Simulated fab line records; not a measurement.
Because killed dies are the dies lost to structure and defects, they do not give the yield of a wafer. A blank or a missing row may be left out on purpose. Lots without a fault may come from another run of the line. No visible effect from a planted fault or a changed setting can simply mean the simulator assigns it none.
Chamber matching | flow nand harc | rie si-06 running NHARC_P_GATE_ETCH_32: 4 sister chambers
The step etches the open film in HBr/Cl2, target depth 150 nm, time 100.1 s. 16 wafers are shown with their chamber, then 8 later ones without.

## EACH WAFER AND ITS CHAMBER
wafer  | chamber | oes product au (a.u.) | throttle valve pct (%)
L076.2 | 0       | 0.998                 | 26.396
L076.4 | 3       | 0.996                 | 26.399
L076.5 | 0       | 1.012                 | 26.394
L084.1 | 0       | 0.989                 | 26.413
L084.3 | 3       | 0.991                 | 26.390
L084.6 | 0       | 0.998                 | 26.387
L087.2 | 3       | 0.999                 | 26.413
L087.5 | 1       | 0.998                 | 26.416
L087.6 | 0       | 0.994                 | 26.412
L089.1 | 3       | 1.005                 | 26.408
L089.2 | 2       | 1.010                 | 26.399
L089.4 | 0       | 1.006                 | 26.408
L092.1 | 0       | 1.008                 | 26.389
L092.3 | 2       | 1.011                 | 26.394
L092.5 | 0       | 1.000                 | 26.411
L093.1 | 3       | 1.012                 | 26.421

SIGNATURES (means of the wafers above)
reading            | chamber 0 | chamber 1 | chamber 2 | chamber 3 | scatter within a chamber
oes product au     | 1.00063   | 0.99800   | 1.01050   | 1.00060   | 0.00748
throttle valve pct | 26.40125  | 26.41600  | 26.39650  | 26.40620  | 0.0109
Rule: a wafer's distance from a chamber is the root of the sum, over the readings, of the square of ((its reading less the chamber's mean) divided by the reading's scatter). The wafer belongs to the nearest chamber; if the next one is less than 2 further off, it can't be placed. How the scatter is found: for the shown wafers, subtract from each reading the mean of its chamber, square and add these, divide the total by (wafers less chambers), then take the root.

## WAFERS WITHOUT THEIR CHAMBER
wafer  | oes product au (a.u.) | throttle valve pct (%)
L093.2 | 0.995                 | 26.398
L093.6 | 1.007                 | 26.407
L094.1 | 0.996                 | 26.418
L094.5 | 0.995                 | 26.408
L094.6 | 1.000                 | 26.415
L096.2 | 1.004                 | 26.399
L096.4 | 0.997                 | 26.391
L096.6 | 1.011                 | 26.394

## EACH ONE'S CHAMBER
wafer  | from the rows above               | in truth
L093.2 | can't be placed: 0 or 3 or 1 or 2 | 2
L093.6 | can't be placed: 3 or 0 or 2 or 1 | 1
L094.1 | can't be placed: 1 or 3 or 0      | 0
L094.5 | can't be placed: 3 or 1 or 0 or 2 | 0
L094.6 | can't be placed: 1 or 3 or 0 or 2 | 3
L096.2 | can't be placed: 0 or 3 or 2 or 1 | 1
L096.4 | can't be placed: 0 or 3 or 2 or 1 | 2
L096.6 | can't be placed: 2 or 0 or 3      | 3
Correct placement for 0 of the 8. Can't be placed from these rows: 8 (the true chamber is among the candidates in 8). Number placed wrongly: 0.
